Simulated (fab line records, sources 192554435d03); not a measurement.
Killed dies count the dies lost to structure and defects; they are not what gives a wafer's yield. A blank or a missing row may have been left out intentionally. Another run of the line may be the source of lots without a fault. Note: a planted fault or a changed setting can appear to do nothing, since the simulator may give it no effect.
Split-lot study || flow n5 finfet || on a route of 1938 steps: 7 lots, 21 wafers read

## THE SPLIT
At N5_PASSIVATION_PECVD_53 (deposits SiO2 from TEOS/O2, target thk 800 nm, time 169.4 s), the setting time s was moved away from the recipe's 169.4 s on 8 of the 21 wafers read, by -13.3% to +6.4%. This setting was run at the recipe's value on the other wafers.

Reading taken at the split's own step.

## THE READING
SiO2_of_PASSIVATION_PECVD_53.thk nm (the simulator's own value, which no gauge read), in nm, at N5_PASSIVATION_PECVD_53 (deposits SiO2 from TEOS/O2, target thk 800 nm, time 169.4 s). There is no usual value for it anywhere in the file. Across the 13 wafers here that went through the recipe, the average is 801.2 nm and the standard deviation 14 nm.

{"wafer": "L079.1", "tool, chamber at the split": "pecvd-04, 2", "time s as run, s": 169.4, "against the recipe": "recipe", "SiO2_of_PASSIVATION_PECVD_53.thk nm, nm": 795, "against lot-mates on the recipe": "-"}
{"wafer": "L079.2", "tool, chamber at the split": "pecvd-04, 1", "time s as run, s": 169.4, "against the recipe": "recipe", "SiO2_of_PASSIVATION_PECVD_53.thk nm, nm": 799.4, "against lot-mates on the recipe": "-"}
{"wafer": "L079.6", "tool, chamber at the split": "pecvd-04, 0", "time s as run, s": 176.9, "against the recipe": "+4.4%", "SiO2_of_PASSIVATION_PECVD_53.thk nm, nm": 843.6, "against lot-mates on the recipe": "+46.4"}
{"wafer": "L078.1", "tool, chamber at the split": "pecvd-02, 1", "time s as run, s": 161.1, "against the recipe": "-4.9%", "SiO2_of_PASSIVATION_PECVD_53.thk nm, nm": 755.2, "against lot-mates on the recipe": -53.2}
{"wafer": "L078.4", "tool, chamber at the split": "pecvd-02, 1", "time s as run, s": 169.4, "against the recipe": "recipe", "SiO2_of_PASSIVATION_PECVD_53.thk nm, nm": 808.4, "against lot-mates on the recipe": "-"}
{"wafer": "L078.5", "tool, chamber at the split": "pecvd-02, 0", "time s as run, s": 161.1, "against the recipe": "-4.9%", "SiO2_of_PASSIVATION_PECVD_53.thk nm, nm": 788.8, "against lot-mates on the recipe": -19.6}
{"wafer": "L080.1", "tool, chamber at the split": "pecvd-02, 1", "time s as run, s": 169.4, "against the recipe": "recipe", "SiO2_of_PASSIVATION_PECVD_53.thk nm, nm": 792.4, "against lot-mates on the recipe": "-"}
{"wafer": "L080.2", "tool, chamber at the split": "pecvd-02, 0", "time s as run, s": 169.4, "against the recipe": "recipe", "SiO2_of_PASSIVATION_PECVD_53.thk nm, nm": 808.6, "against lot-mates on the recipe": "-"}
{"wafer": "L080.3", "tool, chamber at the split": "pecvd-02, 2", "time s as run, s": 169.4, "against the recipe": "recipe", "SiO2_of_PASSIVATION_PECVD_53.thk nm, nm": 794.2, "against lot-mates on the recipe": "-"}
{"wafer": "L082.2", "tool, chamber at the split": "pecvd-01, 1", "time s as run, s": 180.2, "against the recipe": "+6.4%", "SiO2_of_PASSIVATION_PECVD_53.thk nm, nm": 858.2, "against lot-mates on the recipe": "+64.4"}
{"wafer": "L082.4", "tool, chamber at the split": "pecvd-01, 2", "time s as run, s": 169.4, "against the recipe": "recipe", "SiO2_of_PASSIVATION_PECVD_53.thk nm, nm": 789.4, "against lot-mates on the recipe": "-"}
{"wafer": "L082.6", "tool, chamber at the split": "pecvd-01, 2", "time s as run, s": 169.4, "against the recipe": "recipe", "SiO2_of_PASSIVATION_PECVD_53.thk nm, nm": 798.2, "against lot-mates on the recipe": "-"}
{"wafer": "L083.1", "tool, chamber at the split": "pecvd-04, 0", "time s as run, s": 169.4, "against the recipe": "recipe", "SiO2_of_PASSIVATION_PECVD_53.thk nm, nm": 807, "against lot-mates on the recipe": "-"}
{"wafer": "L083.5", "tool, chamber at the split": "pecvd-04, 2", "time s as run, s": 169.4, "against the recipe": "recipe", "SiO2_of_PASSIVATION_PECVD_53.thk nm, nm": 821.2, "against lot-mates on the recipe": "-"}
{"wafer": "L083.6", "tool, chamber at the split": "pecvd-04, 0", "time s as run, s": 155.6, "against the recipe": "-8.1%", "SiO2_of_PASSIVATION_PECVD_53.thk nm, nm": 761, "against lot-mates on the recipe": -53.1}
{"wafer": "L085.4", "tool, chamber at the split": "pecvd-02, 0", "time s as run, s": 169.4, "against the recipe": "recipe", "SiO2_of_PASSIVATION_PECVD_53.thk nm, nm": 832, "against lot-mates on the recipe": "-"}
{"wafer": "L085.5", "tool, chamber at the split": "pecvd-02, 1", "time s as run, s": 146.9, "against the recipe": "-13.3%", "SiO2_of_PASSIVATION_PECVD_53.thk nm, nm": 704, "against lot-mates on the recipe": -128.0}
{"wafer": "L085.6", "tool, chamber at the split": "pecvd-02, 2", "time s as run, s": 146.9, "against the recipe": "-13.3%", "SiO2_of_PASSIVATION_PECVD_53.thk nm, nm": 703, "against lot-mates on the recipe": -129.0}
{"wafer": "L097.2", "tool, chamber at the split": "pecvd-01, 0", "time s as run, s": 169.4, "against the recipe": "recipe", "SiO2_of_PASSIVATION_PECVD_53.thk nm, nm": 791.2, "against lot-mates on the recipe": "-"}
{"wafer": "L097.3", "tool, chamber at the split": "pecvd-01, 2", "time s as run, s": 156.5, "against the recipe": "-7.6%", "SiO2_of_PASSIVATION_PECVD_53.thk nm, nm": 726.6, "against lot-mates on the recipe": -58.5}
{"wafer": "L097.5", "tool, chamber at the split": "pecvd-01, 2", "time s as run, s": 169.4, "against the recipe": "recipe", "SiO2_of_PASSIVATION_PECVD_53.thk nm, nm": 779, "against lot-mates on the recipe": "-"}

THE FIT
A straight line over all 21 wafers: SiO2_of_PASSIVATION_PECVD_53.thk nm changes by +7.54 nm for each +1% of time s; r = +0.94; the points scatter about the line by 14 nm.
The same after taking each lot's own level away (the mean of its wafers on the recipe; 21 wafers): +9.15 nm for each +1%; r = +0.98; scatter 9.6 nm.
That fit puts the effect of the largest move of time s on the reading at 1.2e+02 nm.
Measured against the standard deviation above, the lots' own levels, which go from 785.10 to 832.00 nm, span 3.5 times it.
So the lot-to-lot level changes the slope: the two fits differ.
Check: with one of the wafers moved furthest among these (-13.3%) left out of the fit, the line predicts -116 nm for it against its lot-mates. It came out at -128 nm against them.

## OTHER SPLITS ON THESE WAFERS
Other splits were also applied to these wafers ahead of the reading. Each is held against what the fit with the lots' levels taken away leaves over:
{"other split on the same wafers": "N5_BEOL_M11_DEP_56 time s", "wafers away from the commonest value": 8, "r with SiO2_of_PASSIVATION_PECVD_53.thk nm (lot level and that fit taken away)": "+0.32"}
{"other split on the same wafers": "N5_BEOL_M13_TRENCH_ETCH_34 time s", "wafers away from the commonest value": 9, "r with SiO2_of_PASSIVATION_PECVD_53.thk nm (lot level and that fit taken away)": -0.24}
{"other split on the same wafers": "N5_BEOL_M14_PEB_26 peb temp c", "wafers away from the commonest value": 3, "r with SiO2_of_PASSIVATION_PECVD_53.thk nm (lot level and that fit taken away)": "+0.37"}

## FILE'S OWN FIT
SiO2_of_PASSIVATION_PECVD_53.thk nm changes by +8.78 nm for each +1% of time s, r = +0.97.
